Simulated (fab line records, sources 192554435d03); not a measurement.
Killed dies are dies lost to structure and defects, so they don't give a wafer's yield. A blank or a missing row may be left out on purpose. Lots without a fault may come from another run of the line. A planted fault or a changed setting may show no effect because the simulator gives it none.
Split-lot experiment | flow n5_finfet | 7 lots, 21 wafers read, on a route of 1938 steps

THE SPLIT
At N5_BEOL_M11_EXPOSE_25 (exposes mask V10), the setting dose_mj was moved away from the recipe's 85.5 on 5 of the 21 wafers read, by -6.3% to -2.9%. The other wafers ran this setting at the recipe's value.

FROM THE SPLIT TO THE READING: what the file shows between them, 2 steps
- N5_BEOL_M11_PEB_26: peb time 60 s
- N5_BEOL_M11_DEVELOP_27: develop time 30 s

THE READING
cd_nm, in nm, at N5_BEOL_M11_CD_MEAS_28 (target cd 70 nm). Fault-free wafers of this fab line usually give 69.9 nm, standard deviation 0.97 nm.

wafer  | tool, chamber at the split | dose_mj as run | against the recipe | cd_nm, nm | against lot-mates on the recipe
L074.3 | arfi_scanner-01, 0         | 85.5           | recipe             | 69.9      | -
L074.5 | arfi_scanner-01, 0         | 85.5           | recipe             | 69.2      | -
L074.6 | arfi_scanner-01, 0         | 85.5           | recipe             | 71.5      | -
L076.1 | arfi_scanner-03, 0         | 80.71          | -5.6%              | 65.0      | -6.3
L076.3 | arfi_scanner-03, 0         | 85.5           | recipe             | 71.5      | -
L076.5 | arfi_scanner-03, 0         | 85.5           | recipe             | 71.1      | -
L080.1 | arfi_scanner-03, 0         | 85.5           | recipe             | 69.4      | -
L080.3 | arfi_scanner-03, 0         | 85.5           | recipe             | 70.2      | -
L080.4 | arfi_scanner-03, 0         | 85.5           | recipe             | 69.4      | -
L083.1 | arfi_scanner-03, 0         | 85.5           | recipe             | 68.0      | -
L083.4 | arfi_scanner-03, 0         | 83             | -2.9%              | 66.3      | -1.9
L083.5 | arfi_scanner-03, 0         | 85.5           | recipe             | 68.3      | -
L087.1 | arfi_scanner-03, 0         | 80.1           | -6.3%              | 63.9      | no lot-mate on the recipe
L087.5 | arfi_scanner-03, 0         | 80.1           | -6.3%              | 64.6      | no lot-mate on the recipe
L087.6 | arfi_scanner-03, 0         | 80.1           | -6.3%              | 63.3      | no lot-mate on the recipe
L090.1 | arfi_scanner-02, 0         | 85.5           | recipe             | 70.7      | -
L090.5 | arfi_scanner-02, 0         | 85.5           | recipe             | 70.5      | -
L090.6 | arfi_scanner-02, 0         | 85.5           | recipe             | 70.1      | -
L093.2 | arfi_scanner-03, 0         | 85.5           | recipe             | 69.3      | -
L093.4 | arfi_scanner-03, 0         | 85.5           | recipe             | 69.7      | -
L093.6 | arfi_scanner-03, 0         | 85.5           | recipe             | 70.7      | -

THE FIT
A straight line over all 21 wafers: cd_nm changes by +0.954 nm for each +1% of dose_mj; r = +0.93; the points scatter about the line by 0.96 nm.
The same after taking each lot's own level away (the mean of its wafers on the recipe; 18 wafers): +1.03 nm for each +1%; r = +0.93; scatter 0.62 nm.
On that fit, the largest move of dose_mj shifts the reading by 6.5 nm.
The lots' own levels span 68.15 to 71.30 nm, that is 3.2 times the standard deviation above.
So the lot-to-lot level changes the slope little: the two slopes agree.
Check: with one of the wafers moved furthest among these (-5.6%) left out of the fit, the line predicts -3.54 nm for it against its lot-mates. It came out at -6.3 nm against them.

OTHER SPLITS ON THESE WAFERS
These wafers also went through other splits before the reading. Each is held against what the fit with the lots' levels taken away leaves over:
other split on the same wafers | wafers away from the commonest value | r with cd_nm (lot level and that fit taken away)
N5_BEOL_M9_STRIP_19 power_w    | 9                                    | +0.05
N5_BEOL_M11_PECVD_70 time_s    | 7                                    | +0.24
N5_BEOL_M11_EXPOSE_08 dose_mj  | 6                                    | +0.06

THE FILE'S OWN FIT
cd_nm changes by +1.02 nm for each +1% of dose_mj, r = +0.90.
